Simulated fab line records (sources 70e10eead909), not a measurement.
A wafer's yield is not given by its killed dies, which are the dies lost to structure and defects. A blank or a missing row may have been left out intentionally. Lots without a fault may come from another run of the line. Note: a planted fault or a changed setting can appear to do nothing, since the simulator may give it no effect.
Which of the tools did it? | flow nandHarc | 7 lots with 21 wafers sampled at 2 steps, on a route of 1302 steps

== WHAT EACH GAUGE READ, for each wafer ==
NHARC_P_M0_CD_MEAS_09 targets a cd of 90 nm.
lot  | measured     | on       | cdNm (nm)
L425 | day 6 16:23  | cdSem-03 | 89.4 89.2 89.2
L427 | day 7 12:22  | cdSem-01 | 89.6 89.3 90.0
L429 | day 8 00:07  | cdSem-01 | 89.9 90.2 89.5
L437 | day 11 09:06 | cdSem-03 | 90.3 71.4 71.3
L442 | day 13 16:55 | cdSem-03 | 90.1 90.6 90.8
L445 | day 14 22:28 | cdSem-03 | 90.4 89.9 90.7
L447 | day 15 13:30 | cdSem-03 | 90.1 90.1 90.7

== WHAT TOOL EACH LOT RAN ON (gives the tool, then ch and the chambers of the sampled wafers, and finally the start) ==
lot  | NHARC_P_M0_PEB_07
L425 | lithoTrack-01 ch 0, day 6 16:17
L427 | lithoTrack-06 ch 0, day 7 12:17
L429 | lithoTrack-01 ch 0, day 8 00:02
L437 | lithoTrack-01 ch 0, day 11 09:01
L442 | lithoTrack-06 ch 0, day 13 16:50
L445 | lithoTrack-04 ch 0, day 14 22:23
L447 | lithoTrack-06 ch 0, day 15 13:25
- NHARC_P_M0_PEB_07: peb time 65 s.

== THE ANSWER, worked out from the rows above alone ==
Rule: the usual values come from the lots themselves. The widest of any qualifying gaps counts: lots, ordered by their means at a reading, are off when they make up no more than a third of the lots, leave a main group of 4 or more, and stand apart from it by 3 or more times the standard deviation of that group's means. If all means in a main group match to the digits the tables above print for the reading, that group is not used. A lot without any number at a reading at which 4 lots or more have one is off too. Any other lot the step has rows for is counted as sound.
Off at NHARC_P_M0_CD_MEAS_09 (cdNm): L437. For the main group the mean is 90.0 nm and the standard deviation 0.44.
If a tool, at a process step before that reading, ran all the lots that are off and no sound lot after the first of them, it fits. The gauges at NHARC_P_M0_CD_MEAS_09 are tried like those tools. One candidate fits, namely lithoTrack-01 at NHARC_P_M0_PEB_07. A fault onset in the window from L429 (day 8 00:02, its last sound lot) to L437 (day 11 09:01, its first lot off) fits.

== WHAT THE SIMULATOR HAD PUT IN ==
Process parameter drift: lithoTrack-01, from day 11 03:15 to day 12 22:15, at NHARC_P_M0_PEB_07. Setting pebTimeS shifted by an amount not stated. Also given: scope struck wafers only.
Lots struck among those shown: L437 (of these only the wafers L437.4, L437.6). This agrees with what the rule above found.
